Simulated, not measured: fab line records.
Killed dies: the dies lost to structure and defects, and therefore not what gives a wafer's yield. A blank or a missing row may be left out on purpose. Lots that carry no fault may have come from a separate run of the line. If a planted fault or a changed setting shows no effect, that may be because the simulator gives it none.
Comparing a struck lot with a sound one    flow nand_harc    15 steps out of a route of 1302
Sound: wafers L162.3, L162.4, L162.6. Struck: wafer L171.1 (left out: L171.2, L171.6 of the same lot, which were not struck); the cause appears at the end.
Each step with rows lists, per side, the tool, then ch with its chambers, then its first start. Under that, the readings that differ: sound wafers    struck wafers    difference of the means    sigmas: that difference in standard deviations of wafers without a fault.
alike: a reading whose means differ by less than 2 such deviations, as well as words and numbers matching on both sides. not compared: withheld readings; readings where some wafer has no value; bounds like >300 that might hide an equal value; numbers whose values overlap and for which the record gives no deviation.
The two part at a step that has a row with sigmas, a row that says differs or no value, or rows on one side only. Numbers that don't overlap but have no deviation are shown without sigmas and don't part them. A reading missing from all wafers of one side parts the sides only when that side holds two or more wafers.

first, 6 steps without rows for these wafers: NHARC_A_CONTACT_COAT_02 (resist thk 90 nm); NHARC_A_CONTACT_SOFTBAKE_03 (time 55 s); NHARC_A_CONTACT_EBR_04; NHARC_A_CONTACT_EXPOSE_05 (exposes mask A CC); NHARC_A_CONTACT_PEB_06 (peb time 65 s); NHARC_A_CONTACT_DEVELOP_07 (develop time 35 s).
NHARC_A_CONTACT_CD_MEAS_08 targets a cd of 200 nm.
  sound on cd_sem-02 ch 0, day 22 23:49; struck on cd_sem-01 ch 0, day 26 19:34
  alike: cd_nm
NHARC_A_CONTACT_OVL_MEAS_09:
  struck on overlay-02, day 26 19:39; sound on overlay-02, day 22 23:54
  alike: overlay_x_nm, overlay_y_nm
NHARC_A_CONTACT_INSPECT_10:
  struck on defect_inspect-01, day 26 19:41; sound on defect_inspect-02, day 22 23:56
  alike: raw_defect_count
NHARC_A_CONTACT_DESCUM_13: chemistry O2, time 3 s.
  sound on rie_diel-04 ch 0,2,3, day 23 00:00; struck on rie_diel-04 ch 0, day 26 19:46
  alike: drypump_motor_current_A, oes_product_au, rf_vpp_V, showerhead_plenum_p_Torr, throttle_valve_pct
  not compared: rf_hours_counter_h
NHARC_A_CONTACT_ETCH_88: etches the open film in CF4, target depth 39 nm, time 65 s.
  sound on rie_diel-04 ch 0,2, day 23 00:05; struck on rie_diel-04 ch 0, day 26 19:50
reading                sound              struck  difference  sigmas
oes_product_au (a.u.)  0.993 1.017 1.013  0.984   -0.024      -2
  alike: drypump_motor_current_A, rf_vpp_V, run_length_s, showerhead_plenum_p_Torr, throttle_valve_pct
  not compared: rf_hours_counter_h
NHARC_A_CONTACT_ETCH_89: etches the open film in N2/H2, target depth 260 nm, time 475.3 s.
  sound on rie_diel-04 ch 2,3; struck on rie_diel-04 ch 2
reading                 sound                 struck  difference  sigmas
throttle_valve_pct (%)  14.161 14.153 14.171  14.187  +0.025      +3
  alike: drypump_motor_current_A, oes_product_au, rf_vpp_V, run_length_s, showerhead_plenum_p_Torr
  not compared: rf_hours_counter_h
NHARC_A_CONTACT_ETCH_30: etches the open film in CF4/CHF3, target depth 72.6 nm, time 36.3 s.
  sound on rie_diel-04 ch 0,3, day 23 00:31; struck on rie_diel-04 ch 3, day 26 20:17
reading           sound           struck  difference  sigmas
run_length_s (s)  57.9 57.8 57.7  49.4    -8.4        -17
  alike: drypump_motor_current_A, oes_product_au, rf_vpp_V, showerhead_plenum_p_Torr, throttle_valve_pct
  not compared: rf_hours_counter_h
NHARC_A_CONTACT_ETCH_31: etches the open film in O2/COS, target depth 2800 nm, time 728 s.
  sound on rie_diel-04 ch 1,2; struck on rie_diel-04 ch 1
  alike: drypump_motor_current_A, oes_product_au, rf_vpp_V, run_length_s, showerhead_plenum_p_Torr, throttle_valve_pct
  not compared: rf_hours_counter_h
-- break in the record here, with 2 days between the starts of the struck wafers on either side (left off in module A_CONTACT, picked up again in module END, where the first step shown is number 1302 on the route) --
NHARC_END_SORT_01:
  only the struck wafers appear in the record here, on prober-01 ch 0 at day 29 00:47; the sound ones have no rows

## WHERE THEY PART
At NHARC_A_CONTACT_ETCH_88 first; at NHARC_END_SORT_01 last (within this record only).

WHY: what the simulator had put in
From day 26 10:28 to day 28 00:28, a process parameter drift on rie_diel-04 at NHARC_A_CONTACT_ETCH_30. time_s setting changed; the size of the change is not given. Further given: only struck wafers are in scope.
